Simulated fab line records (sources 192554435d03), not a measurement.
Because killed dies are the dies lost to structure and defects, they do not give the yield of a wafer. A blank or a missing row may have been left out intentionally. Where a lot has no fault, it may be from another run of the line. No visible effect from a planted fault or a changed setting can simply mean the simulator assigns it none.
Which tool was responsible?	flow n5_finfet	10 lots, 30 wafers sampled, at 3 steps of a route of 1938

WHAT THE GAUGES SHOWED, per wafer
N5_SD_EPI_P_CD_MEAS_09 targets a cd of 240 nm.
lot	measured	on	cd_nm (nm)
L076	day 3 16:34	cd_sem-03	239.8 238.8 239.7
L078	day 4 08:24	cd_sem-01	239.0 240.6 239.8
L082	day 5 08:01	cd_sem-03	239.6 240.8 240.4
L084	day 5 20:26	cd_sem-03	238.5 239.5 239.5
L086	day 6 07:55	cd_sem-01	240.4 239.2 237.9
L088	day 6 23:09	cd_sem-02	240.3 241.9 240.0
L090	day 7 09:17	cd_sem-03	241.1 239.1 240.6
L092	day 7 18:19	cd_sem-01	240.4 239.2 240.4
L095	day 8 11:16	cd_sem-01	238.2 238.6 240.2
L097	day 9 05:49	cd_sem-01	240.4 239.3 240.1

EACH LOT AND THE TOOL THAT RAN IT (in order: tool; ch and the chambers of the sampled wafers; start)
lot	N5_DUMMY_GATE_HM_OPEN_21	N5_SD_EPI_N_ETCH_35
L076	rie_diel-06 ch 2,3, day 3 10:37	rie_diel-01 ch 0,1,3, day 3 12:26
L078	rie_diel-03 ch 1,2, day 4 00:27	rie_diel-02 ch 1,2, day 4 02:29
L082	rie_diel-03 ch 1,2, day 5 00:56	rie_diel-02 ch 0,2,3, day 5 03:44
L084	rie_diel-06 ch 0,2,3, day 5 12:44	rie_diel-02 ch 0,1,2, day 5 16:03
L086	rie_diel-03 ch 0,2, day 6 00:38	rie_diel-01 ch 0,3, day 6 02:32
L088	rie_diel-03 ch 0,1, day 6 16:44	rie_diel-05 ch 1,2,3, day 6 18:50
L090	rie_diel-04 ch 1,2,3, day 7 00:46	rie_diel-01 ch 0,1,2, day 7 03:08
L092	rie_diel-06 ch 0,2,3, day 7 11:14	rie_diel-05 ch 0,1,3, day 7 14:12
L095	rie_diel-06 ch 1,2,3, day 8 04:01	rie_diel-02 ch 1,3, day 8 07:01
L097	rie_diel-03 ch 0,1, day 8 21:47	rie_diel-05 ch 0,1,3, day 9 01:23
- N5_DUMMY_GATE_HM_OPEN_21: chemistry CH3F/O2, target SiNx, target depth 120 nm, time 171.4 s.
- N5_SD_EPI_N_ETCH_35: etches SOC in N2/H2, overetch 108 nm, time 486 s.

THE ANSWER, worked out from the rows above alone
Rule: what is usual is taken from the lots themselves. The widest of any qualifying gaps counts: lots, ordered by their means at a reading, are off when they make up no more than a third of the lots, leave a main group of 4 or more, and stand apart from it by 3 or more times the standard deviation of that group's means. A main group is skipped when, at the precision printed for the reading in the tables above, its means are all equal. A lot without any number at a reading at which 4 lots or more have one is off too. Where the step has rows for the other lots, those lots are counted as sound.
Nothing can be told from this: no lot is off at any reading shown.

WHAT WAS PUT IN BY THE SIMULATOR
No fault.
